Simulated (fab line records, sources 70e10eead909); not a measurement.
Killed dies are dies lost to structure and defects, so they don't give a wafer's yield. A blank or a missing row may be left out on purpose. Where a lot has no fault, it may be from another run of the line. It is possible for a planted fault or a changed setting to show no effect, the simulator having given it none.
fab line records	flow nandHarc	part 1 of 2: steps 1 to 4 of 6
record: lots: 24	wafers: 72	lastDay: 24
route steps=1159 shown A_STAIRCASE@581
lots that met no fault: taken from a fault-free run of the same line
startH: the number of hours between the record's first day and the start of the first shown wafer of the lot	waitH: hours elapsed since this lot's preceding step	" unchanged from the row above	L1.1+2: a row that stands for several wafers	- either no value or no given start	* or withheld: withheld	< > ~ a bound
route shown NAME@n: a module of which the file shows steps, and the number in the route of the first	usual: average and standard deviation across the fault-free wafers	same: alike in all rows	chamber/n: place in a boat	sites: the reading at each site	_std_site: standard deviation of those values	_edge_site: outer sites' mean less inner sites'	radiusMm: for every site, how far away it sits from the centre of the wafer	mask NAME#n: copy n	behind: the most recent tool/chamber to have shaped the wafer	hold: reason for holding the lot/hours on hold/outcome of the hold	device: which transistor (n, p or np) failed to switch	end of line: tests of these same wafers at the route's end	a step with no rows: only its recipe	killed: at the first sort, the dies lost to defects and structure; wafer yield is something else	map: a wafer's dies, x killed, . not, _ none there
set.NAME: the setting as run; set.NAME@STEP: as run at that earlier step	model.NAME: the simulator's own value behind a step, which no gauge read
the route's steps for a sample of lots (tables are steps, rows are wafers)
services: from which hour (startH, from the record's first day; less than 0 if before it) a tool's chamber was out of use, for how many hours, and why
== steps ==
step: NHARC_A_STAIRCASE_TRIM_187
recipe: timeS: 211.2	o2FlowSccm: 500	arFlowSccm: 0	biasW: 0	chemistry: O2
usual: drypumpMotorCurrentA: 5.7/0.5	oesProductAu: 0.996/0.012	rfVppV: 57.8/0.94	showerheadPlenumPTorr: 3.52/0.12	throttleValvePct: 17.037/0.0092
lot.wafer	tool	chamber	startH	waitH	drypumpMotorCurrentA	oesProductAu	rfHoursCounterH	rfVppV	showerheadPlenumPTorr	throttleValvePct
L074.1	rieDiel-12	0	243.47	0.1	5.9	0.977	10	56.6	3.53	17.029
L074.2	"	3	"	"	4.7	0.997	15	58.8	3.44	17.034
L074.6	"	1	"	"	6.0	0.983	-	58.9	3.66	17.048
L075.2	rieDiel-08	2	243.99	0.1	5.8	1.005	41	56.9	3.32	17.038
L075.1	"	1	"	"	6.6	0.987	40	57.9	3.71	17.047
L075.6	"	2	"	"	5.8	1.006	-	57.8	3.32	17.029
L076.4	rieDiel-12	0	253.69	0.1	5.8	0.984	14	58.4	3.52	17.031
L076.1	"	1	"	"	6.0	0.998	17	59.3	3.66	17.018
L076.5	"	3	"	"	4.7	0.992	-	57.9	3.44	17.045
L077.4	rieDiel-08	3	259.44	0.1	5.2	1.003	50	58.7	3.47	17.031
L077.3	"	0	"	"	5.8	1.011	38	57.6	3.41	17.042
L077.5	"	2	"	"	5.8	1.001	-	57.6	3.32	17.029
L078.2	rieDiel-06	1	260.90	0.1	5.8	0.986	4	58.8	3.65	17.021
L078.1	"	3	"	"	6.2	1.009	4	58.3	3.68	17.027
L078.5	"	1	"	"	5.9	0.995	-	58.5	3.65	17.046
L080.4	rieDiel-08	1	267.60	0.2	6.6	1.005	54	57.3	3.70	17.041
L080.1	"	3	"	"	5.2	0.995	55	57.0	3.47	17.027
L080.6	"	1	"	"	6.6	1.001	-	57.1	3.70	17.035
L079.3	rieDiel-08	2	268.31	0.1	5.8	1.012	46	56.6	3.32	17.049
L079.5	"	3	"	"	5.2	0.994	-	59.5	3.47	17.045
L079.6	"	0	"	"	5.8	1.001	-	57.7	3.41	17.033
L083.2	rieDiel-12	2	279.74	0.1	5.4	0.989	30	58.2	3.52	17.041
L083.6	"	1	"	"	6.0	0.981	-	58.3	3.65	17.052
L083.5	"	2	"	"	5.4	0.992	-	57.8	3.53	17.035
L082.1	rieDiel-12	0	280.09	0.1	5.9	0.993	24	57.4	3.52	17.033
L082.3	"	1	"	"	6.0	0.973	28	57.6	3.65	17.029
L082.5	"	3	"	"	4.7	0.993	-	57.0	3.43	17.041
L081.2	rieDiel-08	2	290.16	0.1	5.8	1.015	52	56.0	3.32	17.021
L081.1	"	3	"	"	5.2	0.990	61	56.9	3.46	17.043
L081.5	"	3	"	"	5.2	0.981	-	57.6	3.46	17.044
L085.1	rieDiel-08	1	298.99	0.1	6.6	1.006	63	58.2	3.69	17.032
L085.5	"	2	"	"	5.8	1.010	-	58.4	3.32	17.035
L085.6	"	0	"	"	5.8	1.015	-	56.3	3.41	17.056
L084.1	rieDiel-12	0	302.25	0.1	5.8	0.977	30	57.8	3.51	17.046
L084.4	"	1	"	"	6.0	0.981	34	58.1	3.65	17.035
L084.5	"	1	"	"	6.0	0.976	-	60.7	3.65	17.038
L087.1	rieDiel-08	1	315.73	0.1	6.6	0.997	1	58.1	3.69	17.036
L087.3	"	0	"	"	5.8	1.011	1	57.7	3.40	17.042
L087.5	"	1	"	"	6.6	0.990	-	59.1	3.69	17.038
L086.1	rieDiel-12	3	316.33	0.1	4.7	1.002	43	58.5	3.43	17.026
L086.4	"	1	"	"	6.0	0.982	41	57.2	3.65	17.033
L086.2	"	2	"	"	5.5	1.015	43	58.5	3.52	17.029
L088.2	rieDiel-12	0	319.86	0.1	5.9	0.986	38	55.4	3.51	17.041
L088.4	"	1	"	"	6.0	0.981	42	57.2	3.65	17.036
L088.6	"	0	"	"	5.8	0.989	-	57.2	3.51	17.022
L089.4	rieDiel-12	3	330.62	0.1	4.7	1.005	48	57.9	3.42	17.040
L089.5	"	1	"	"	6.0	0.963	-	58.2	3.64	17.031
L089.6	"	2	"	"	5.4	1.006	-	57.0	3.51	17.037
L090.2	rieDiel-12	3	340.74	0.1	4.7	0.999	50	56.6	3.42	17.037
L090.4	"	2	"	"	5.5	1.007	51	59.4	3.51	17.033
L090.6	"	3	"	"	4.7	0.993	-	57.5	3.42	17.047
L091.3	rieDiel-12	0	341.09	0.1	5.9	0.975	45	56.8	3.51	17.047
L091.1	"	1	"	"	6.0	0.981	50	59.6	3.64	17.038
L091.6	"	0	"	"	5.8	0.966	-	57.9	3.51	17.047
L093.3	rieDiel-08	1	346.30	0.1	6.6	0.984	12	58.8	3.69	17.052
L093.2	"	2	"	"	5.8	1.008	14	56.0	3.31	17.039
L093.1	"	3	"	"	5.2	0.999	14	56.3	3.45	17.041
L092.1	rieDiel-06	0	346.68	0.1	5.3	0.998	36	58.1	3.46	17.016
L092.3	"	1	"	"	5.9	0.989	36	58.4	3.63	17.019
L092.5	"	0	"	"	5.2	0.999	-	58.8	3.46	17.033
L094.3	rieDiel-06	0	356.59	0.1	5.2	0.989	39	57.7	3.45	17.019
L094.4	"	2	"	"	6.1	1.018	41	58.4	3.59	17.040
L094.6	"	3	"	"	6.1	1.000	-	57.8	3.66	17.057
L095.3	rieDiel-08	1	357.19	0.1	6.6	0.988	16	58.9	3.68	17.042
L095.5	"	3	"	"	5.2	0.993	-	56.2	3.45	17.034
L095.6	"	0	"	"	5.8	0.998	-	57.0	3.40	17.037
L097.2	rieDiel-06	0	372.59	0.1	5.2	0.989	44	58.7	3.45	17.037
L097.1	"	2	"	"	6.2	1.007	47	57.9	3.58	17.030
L097.6	"	1	"	"	5.8	0.987	-	58.2	3.63	17.034
L096.1	rieDiel-06	0	379.48	0.1	5.2	1.003	47	58.0	3.45	17.052
L096.4	"	1	"	"	5.9	0.985	48	57.3	3.63	17.020
L096.6	"	3	"	"	6.1	1.006	-	56.7	3.65	17.046
step: NHARC_A_STAIRCASE_ETCH_190
recipe: targetDepthA: 1000	timeS: 40.5	ionEnergyEv: 400	c4f8FlowSccm: 20	o2FlowSccm: 10	arFlowSccm: withheld	rfW: 600	biasW: 1000	chemistry: C4F8/O2
usual: oesProductAu: 0.937/0.012	rfVppV: 895/4.4
lot.wafer	tool	chamber	startH	waitH	oesProductAu	rfHoursCounterH	rfVppV
L074.1	rieDiel-12	0	-	-	0.927	10	895
L074.2	"	2	"	"	0.961	15	897
L074.6	"	3	"	"	0.943	-	893
L075.1	rieDiel-08	2	-	-	0.941	41	889
L075.2	"	1	"	"	0.929	41	902
L075.6	"	2	"	"	0.952	-	888
L076.1	rieDiel-12	3	-	-	0.945	19	893
L076.4	"	1	"	"	0.927	17	900
L076.5	"	3	"	"	0.943	-	895
L077.4	rieDiel-08	2	-	-	0.955	42	888
L077.3	"	0	"	"	0.925	38	893
L077.5	"	3	"	"	0.926	-	893
L078.2	rieDiel-06	1	-	-	0.930	4	902
L078.1	"	2	"	"	0.953	5	900
L078.5	"	2	"	"	0.950	-	899
L080.4	rieDiel-08	2	-	-	0.952	46	888
L080.1	"	3	"	"	0.947	55	891
L080.6	"	0	"	"	0.946	-	891
L079.3	rieDiel-08	1	-	-	0.945	54	902
L079.6	"	2	"	"	0.950	-	888
L079.5	"	3	"	"	0.940	-	893
L083.2	rieDiel-12	3	-	-	0.940	31	893
L083.6	"	0	"	"	0.934	-	896
L083.5	"	1	"	"	0.915	-	900
L082.3	rieDiel-12	2	-	-	0.945	31	895
L082.1	"	0	"	"	0.930	24	896
L082.5	"	1	"	"	0.927	-	901
L081.1	rieDiel-08	3	-	-	0.930	61	895
L081.2	"	0	"	"	0.954	49	893
L081.5	"	3	"	"	0.927	-	894
L085.1	rieDiel-08	0	-	-	0.938	52	891
L085.6	"	0	"	"	0.930	-	891
L085.5	"	1	"	"	0.931	-	902
L084.4	rieDiel-12	3	-	-	0.953	37	893
L084.1	"	0	"	"	0.946	30	896
L084.5	"	2	"	"	0.945	-	896
L087.3	rieDiel-08	0	-	-	0.947	2	891
L087.1	"	1	"	"	0.926	2	902
L087.5	"	3	"	"	0.934	-	894
L086.1	rieDiel-12	2	-	-	0.947	43	896
L086.4	"	3	"	"	0.929	44	892
L086.2	"	0	"	"	0.917	37	894
L088.2	rieDiel-12	0	-	-	0.914	38	894
L088.4	"	2	"	"	0.927	44	897
L088.6	"	1	"	"	0.912	-	900
L089.4	rieDiel-12	1	-	-	0.917	48	900
L089.6	"	2	"	"	0.957	-	896
L089.5	"	3	"	"	0.953	-	894
L090.4	rieDiel-12	3	-	-	0.938	50	892
L090.2	"	2	"	"	0.961	51	895
L090.6	"	0	"	"	0.925	-	896
L091.1	rieDiel-12	2	-	-	0.944	51	895
L091.3	"	3	"	"	0.934	50	892
L091.6	"	3	"	"	0.932	-	891
L093.1	rieDiel-08	1	-	-	0.918	12	901
L093.3	"	2	"	"	0.933	14	887
L093.2	"	3	"	"	0.922	14	893
L092.1	rieDiel-06	1	-	-	0.928	37	899
L092.3	"	2	"	"	0.948	38	898
L092.5	"	0	"	"	0.933	-	893
L094.3	rieDiel-06	3	-	-	0.935	38	901
L094.4	"	0	"	"	0.938	39	893
L094.6	"	0	"	"	0.932	-	892
L095.3	rieDiel-08	3	-	-	0.935	19	892
L095.5	"	2	"	"	0.948	-	888
L095.6	"	3	"	"	0.941	-	892
L097.1	rieDiel-06	2	-	-	0.937	47	897
L097.2	"	3	"	"	0.937	43	901
L097.6	"	3	"	"	0.945	-	900
L096.1	rieDiel-06	2	-	-	0.953	49	899
L096.4	"	3	"	"	0.947	45	900
L096.6	"	2	"	"	0.944	-	897
step: NHARC_A_STAIRCASE_ETCH_227
recipe: targetDepthA: 1000	timeS: 40.5	ionEnergyEv: 400	c4f8FlowSccm: 20	o2FlowSccm: 10	arFlowSccm: withheld	rfW: 600	biasW: 1000	chemistry: C4F8/O2
usual: oesProductAu: 0.938/0.01	rfVppV: 896/4.3
lot.wafer	tool	chamber	startH	waitH	oesProductAu	rfHoursCounterH	rfVppV
L074.2	rieDiel-08	3	-	-	0.942	45	894
L074.1	"	1	"	"	0.926	45	902
L074.6	"	1	"	"	0.932	-	902
L075.2	rieDiel-12	3	-	-	0.941	18	894
L075.1	"	0	"	"	0.934	13	895
L075.6	"	1	"	"	0.931	-	899
L076.1	rieDiel-08	3	-	-	0.925	50	894
L076.5	"	1	"	"	0.936	-	902
L076.4	"	3	"	"	0.923	-	895
L078.1	rieDiel-12	2	-	-	0.939	25	896
L078.2	"	0	"	"	0.923	19	895
L078.5	"	1	"	"	0.913	-	901
L077.4	rieDiel-08	1	-	-	0.931	53	903
L077.3	"	2	"	"	0.932	45	889
L077.5	"	0	"	"	0.926	-	891
L080.4	rieDiel-06	2	-	-	0.959	8	900
L080.1	"	3	"	"	0.957	8	902
L080.6	"	1	"	"	0.958	-	901
L079.3	rieDiel-06	1	-	-	0.937	9	901
L079.5	"	1	"	"	0.938	-	901
L079.6	"	2	"	"	0.962	-	897
L082.3	rieDiel-08	2	-	-	0.959	51	889
L082.1	"	0	"	"	0.944	47	892
L082.5	"	3	"	"	0.942	-	892
L083.2	rieDiel-06	0	-	-	0.947	14	894
L083.5	"	3	"	"	0.942	-	901
L083.6	"	0	"	"	0.944	-	892
L081.1	rieDiel-08	3	-	-	0.925	63	892
L081.2	"	0	"	"	0.942	50	893
L081.5	"	2	"	"	0.950	-	888
L085.1	rieDiel-12	2	-	-	0.933	39	895
L085.5	"	2	"	"	0.943	-	895
L085.6	"	3	"	"	0.939	-	893
L084.1	rieDiel-12	0	-	-	0.934	34	895
L084.4	"	1	"	"	0.930	38	901
L084.5	"	0	"	"	0.934	-	895
L086.2	rieDiel-06	3	-	-	0.938	28	900
L086.1	"	0	"	"	0.932	28	893
L086.4	"	2	"	"	0.949	29	897
L087.3	rieDiel-12	0	-	-	0.923	40	895
L087.1	"	2	"	"	0.940	47	894
L087.5	"	3	"	"	0.937	-	894
L088.2	rieDiel-06	0	-	-	0.941	30	893
L088.4	"	2	"	"	0.950	31	899
L088.6	"	0	"	"	0.944	-	894
L089.4	rieDiel-06	2	-	-	0.955	32	898
L089.5	"	0	"	"	0.939	-	893
L089.6	"	1	"	"	0.934	-	901
L090.2	rieDiel-08	3	-	-	0.934	14	894
L090.4	"	0	"	"	0.929	12	889
L090.6	"	2	"	"	0.937	-	887
L091.1	rieDiel-06	2	-	-	0.946	38	898
L091.3	"	3	"	"	0.947	35	902
L091.6	"	2	"	"	0.951	-	898
L093.3	rieDiel-08	1	-	-	0.938	13	902
L093.2	"	2	"	"	0.954	16	889
L093.1	"	3	"	"	0.928	16	893
L092.1	rieDiel-06	0	-	-	0.934	38	894
L092.3	"	3	"	"	0.942	36	901
L092.5	"	0	"	"	0.926	-	894
L094.3	rieDiel-08	3	-	-	0.936	20	894
L094.4	"	1	"	"	0.925	18	902
L094.6	"	3	"	"	0.937	-	892
L095.3	rieDiel-06	2	-	-	0.938	43	898
L095.6	"	2	"	"	0.952	-	898
L095.5	"	3	"	"	0.940	-	900
L097.2	rieDiel-12	1	-	-	0.922	63	900
L097.1	"	3	"	"	0.944	63	892
L097.6	"	1	"	"	0.924	-	901
L096.4	rieDiel-08	1	-	-	0.935	26	901
L096.1	"	0	"	"	0.942	26	891
L096.6	"	2	"	"	0.939	-	888
step: NHARC_A_STAIRCASE_TRIM_235
recipe: timeS: 211.2	o2FlowSccm: 500	arFlowSccm: 0	biasW: 0	chemistry: O2
usual: drypumpMotorCurrentA: 5.8/0.47	oesProductAu: 0.996/0.011	rfVppV: 57.8/0.82	showerheadPlenumPTorr: 3.53/0.12	throttleValvePct: 17.036/0.0078
lot.wafer	tool	chamber	startH	waitH	drypumpMotorCurrentA	oesProductAu	rfHoursCounterH	rfVppV	showerheadPlenumPTorr	throttleValvePct
L074.2	rieDiel-08	3	-	-	5.2	0.993	46	57.1	3.47	17.042
L074.1	"	1	"	"	6.6	0.995	45	58.3	3.70	17.022
L074.6	"	1	"	"	6.6	0.997	-	57.5	3.70	17.028
L075.2	rieDiel-06	1	-	-	5.9	1.001	1	57.4	3.65	17.022
L075.1	"	3	"	"	6.1	1.006	1	57.3	3.68	17.027
L075.6	"	1	"	"	5.9	0.998	-	58.0	3.65	17.040
L076.4	rieDiel-06	2	-	-	6.2	1.000	3	57.7	3.61	17.030
L076.1	"	1	"	"	5.9	0.985	3	56.9	3.65	17.040
L076.5	"	3	"	"	6.1	1.002	-	57.9	3.68	17.038
L078.2	rieDiel-12	0	-	-	5.8	0.975	19	57.2	3.52	17.051
L078.1	"	2	"	"	5.5	0.987	25	57.7	3.53	17.036
L078.5	"	0	"	"	5.8	0.977	-	57.6	3.52	17.037
L077.4	rieDiel-06	2	-	-	6.2	1.020	7	57.7	3.61	17.038
L077.3	"	0	"	"	5.2	0.989	7	56.7	3.47	17.029
L077.5	"	2	"	"	6.2	1.015	-	58.8	3.61	17.038
L080.4	rieDiel-08	3	-	-	5.2	1.006	57	58.1	3.46	17.041
L080.1	"	0	"	"	5.8	0.997	45	57.1	3.41	17.028
L080.6	"	2	"	"	5.8	1.013	-	59.0	3.32	17.029
L079.3	rieDiel-08	1	-	-	6.6	0.997	56	57.8	3.70	17.025
L079.6	"	2	"	"	5.8	1.010	-	57.0	3.32	17.051
L079.5	"	3	"	"	5.2	0.990	-	57.9	3.46	17.041
L082.3	rieDiel-08	0	-	-	5.8	0.997	48	57.6	3.41	17.046
L082.1	"	2	"	"	5.8	1.006	52	56.7	3.32	17.037
L082.5	"	3	"	"	5.2	0.994	-	58.2	3.46	17.032
L083.2	rieDiel-06	1	-	-	5.9	1.008	15	59.5	3.65	17.045
L083.5	"	0	"	"	5.2	1.010	-	58.8	3.47	17.052
L083.6	"	1	"	"	5.8	0.992	-	58.4	3.65	17.043
L081.1	rieDiel-06	2	-	-	6.1	1.016	17	58.6	3.60	17.043
L081.2	"	0	"	"	5.3	0.993	16	59.0	3.47	17.034
L081.5	"	1	"	"	5.9	0.993	-	59.2	3.64	17.028
L085.1	rieDiel-12	1	-	-	6.0	0.982	38	58.6	3.65	17.050
L085.5	"	0	"	"	5.9	0.998	-	57.5	3.51	17.026
L085.6	"	1	"	"	6.0	0.987	-	57.5	3.65	17.035
L084.1	rieDiel-12	3	-	-	4.7	1.001	41	56.2	3.43	17.044
L084.4	"	0	"	"	5.8	0.983	35	57.7	3.51	17.040
L084.5	"	2	"	"	5.5	1.007	-	57.7	3.52	17.042
L086.1	rieDiel-08	2	-	-	5.8	1.017	6	58.3	3.31	17.029
L086.2	"	3	"	"	5.2	1.000	6	57.3	3.46	17.030
L086.4	"	1	"	"	6.6	0.990	5	58.9	3.69	17.043
L087.3	rieDiel-08	2	-	-	5.8	1.007	6	57.4	3.31	17.039
L087.1	"	3	"	"	5.2	0.991	6	58.2	3.46	17.034
L087.5	"	0	"	"	5.7	1.001	-	57.4	3.40	17.028
L088.4	rieDiel-12	3	-	-	4.7	0.989	48	58.7	3.42	17.039
L088.2	"	0	"	"	5.8	0.991	43	58.3	3.51	17.045
L088.6	"	1	"	"	6.0	0.968	-	57.7	3.64	17.043
L089.4	rieDiel-06	0	-	-	5.2	0.994	33	57.5	3.46	17.036
L089.6	"	1	"	"	5.9	0.995	-	58.5	3.64	17.032
L089.5	"	2	"	"	6.1	1.007	-	58.1	3.59	17.037
L090.2	rieDiel-12	1	-	-	6.0	0.978	53	58.1	3.64	17.040
L090.4	"	2	"	"	5.5	1.016	54	58.1	3.51	17.048
L090.6	"	3	"	"	4.7	0.989	-	58.0	3.42	17.059
L091.1	rieDiel-08	1	-	-	6.6	0.979	13	58.3	3.69	17.037
L091.3	"	2	"	"	5.8	1.005	15	56.0	3.31	17.036
L091.6	"	0	"	"	5.8	0.996	-	58.0	3.40	17.022
L093.1	rieDiel-08	0	-	-	5.8	1.000	14	57.3	3.40	17.027
L093.3	"	1	"	"	6.6	0.998	14	58.9	3.69	17.037
L093.2	"	2	"	"	5.8	1.005	16	55.0	3.31	17.036
L092.1	rieDiel-06	0	-	-	5.3	0.985	38	57.3	3.46	17.020
L092.3	"	2	"	"	6.1	1.013	40	56.8	3.59	17.035
L092.5	"	3	"	"	6.1	1.001	-	59.3	3.66	17.031
L094.3	rieDiel-06	2	-	-	6.2	1.007	43	58.6	3.59	17.037
L094.4	"	3	"	"	6.1	0.999	40	58.4	3.66	17.026
L094.6	"	1	"	"	5.9	0.993	-	56.6	3.63	17.044
L095.3	rieDiel-12	3	-	-	4.8	0.981	58	56.7	3.42	17.038
L095.5	"	1	"	"	6.0	0.980	-	57.2	3.64	17.035
L095.6	"	2	"	"	5.4	1.013	-	55.8	3.51	17.042
L097.1	rieDiel-06	3	-	-	6.1	0.999	45	58.0	3.65	17.030
L097.2	"	2	"	"	6.1	1.003	49	57.9	3.58	17.039
L097.6	"	0	"	"	5.3	0.989	-	57.8	3.45	17.034
L096.1	rieDiel-08	0	-	-	5.8	1.003	28	59.3	3.39	17.028
L096.4	"	3	"	"	5.2	0.989	31	56.8	3.44	17.039
L096.6	"	1	"	"	6.6	0.991	-	57.1	3.68	17.038
